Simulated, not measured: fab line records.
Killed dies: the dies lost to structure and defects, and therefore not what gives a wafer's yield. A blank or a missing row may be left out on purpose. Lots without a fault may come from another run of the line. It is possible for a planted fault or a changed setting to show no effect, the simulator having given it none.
Chamber matching    flow n5_finfet    N5_BEOL_M5_STRIP_36 on rie_diel-03 has 4 sister chambers
The step strips in N2/H2. 8 wafers are shown with their chamber, then 11 later ones without.

== EACH WAFER AND ITS CHAMBER ==
wafer   chamber  drypump_motor_current_A (A)  throttle_valve_pct (%)
L081.5  0        5.6                          23.07
L089.1  0        5.7                          23.08
L093.1  1        6.6                          23.59
L093.6  2        6.4                          23.57
L092.2  1        6.6                          23.61
L092.4  3        5.7                          23.54
L092.5  3        5.7                          23.54
L094.1  2        6.4                          23.55

== WAFERS WHOSE CHAMBER IS MISSING ==
wafer   drypump_motor_current_A (A)  throttle_valve_pct (%)
L094.3  5.7                          23.14
L094.4  5.7                          23.55
L095.2  5.8                          23.57
L095.4  6.6                          23.65
L095.5  6.4                          23.54
L096.1  5.7                          23.10
L096.3  6.6                          23.63
L096.6  5.7                          23.11
L097.3  5.7                          23.57
L097.4  6.4                          23.55
L097.6  6.4                          23.54

== WHICH CHAMBER EACH WENT THROUGH ==
wafer   from the rows above  in truth
L094.3  0                    0
L094.4  3                    3
L095.2  3                    3
L095.4  1                    1
L095.5  2                    2
L096.1  0                    0
L096.3  1                    1
L096.6  0                    0
L097.3  3                    3
L097.4  2                    2
L097.6  2                    2
Correct placement for 11 of the 11. Left unplaced by these rows: 0. Number placed wrongly: 0.
How it was worked out, from the rows above alone: a wafer's distance from a chamber is the root of the sum, over the readings, of the square of ((its reading less the chamber's mean) divided by the reading's scatter). The wafer belongs to the nearest chamber; if the next one is less than 2 further off, it can't be placed. A chamber's mean is the mean of its shown wafers. The scatter: the root of (the sum of the squares of (reading less its chamber's mean) over the shown wafers, divided by (wafers less chambers)).
